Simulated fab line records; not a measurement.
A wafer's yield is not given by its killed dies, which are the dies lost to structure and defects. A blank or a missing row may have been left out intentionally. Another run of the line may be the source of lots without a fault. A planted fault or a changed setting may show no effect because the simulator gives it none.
What tool caused it? ; flow n5-finfet ; route of 1938 steps, sampled at 1 step: 8 lots, 24 wafers

WHAT EACH GAUGE READ, for each wafer
N5_BEOL_M4_RC_MEAS_101.
lot;measured;on;DIBL_N (mV/V)
L813;day 8 02:34;prober-01;36.8 36.0 37.6
L815;day 8 19:33;prober-01;36.1 35.2 34.5
L822;day 11 19:52;prober-02;36.7 34.8 35.8
L825;day 11 21:38;prober-02;36.6 36.9 36.5
L826;day 12 03:42;prober-02;36.6 36.5 36.6
L832;day 13 05:51;prober-01;36.3 36.2 37.9
L833;day 14 07:29;prober-02;38.7 37.4 36.1
L834;day 14 10:37;prober-01;35.0 35.0 35.9

TOOL THAT RAN EACH LOT (tool first, then ch and the chambers of the sampled wafers, then the start)
There is no process step in the record ahead of these readings.

THE ANSWER, worked out from the rows above alone
Rule: the usual values come from the lots themselves. The widest of any qualifying gaps counts: lots, ordered by their means at a reading, are off when they make up no more than a third of the lots, leave a main group of 4 or more, and stand apart from it by 3 or more times the standard deviation of that group's means. If all means in a main group match to the digits the tables above print for the reading, that group is not used. A lot without any number at a reading at which 4 lots or more have one is off too. The other lots that the step has rows for count as sound.
Nothing can be told from this: no lot is off at any reading shown.

WHAT HAD BEEN PUT IN BY THE SIMULATOR
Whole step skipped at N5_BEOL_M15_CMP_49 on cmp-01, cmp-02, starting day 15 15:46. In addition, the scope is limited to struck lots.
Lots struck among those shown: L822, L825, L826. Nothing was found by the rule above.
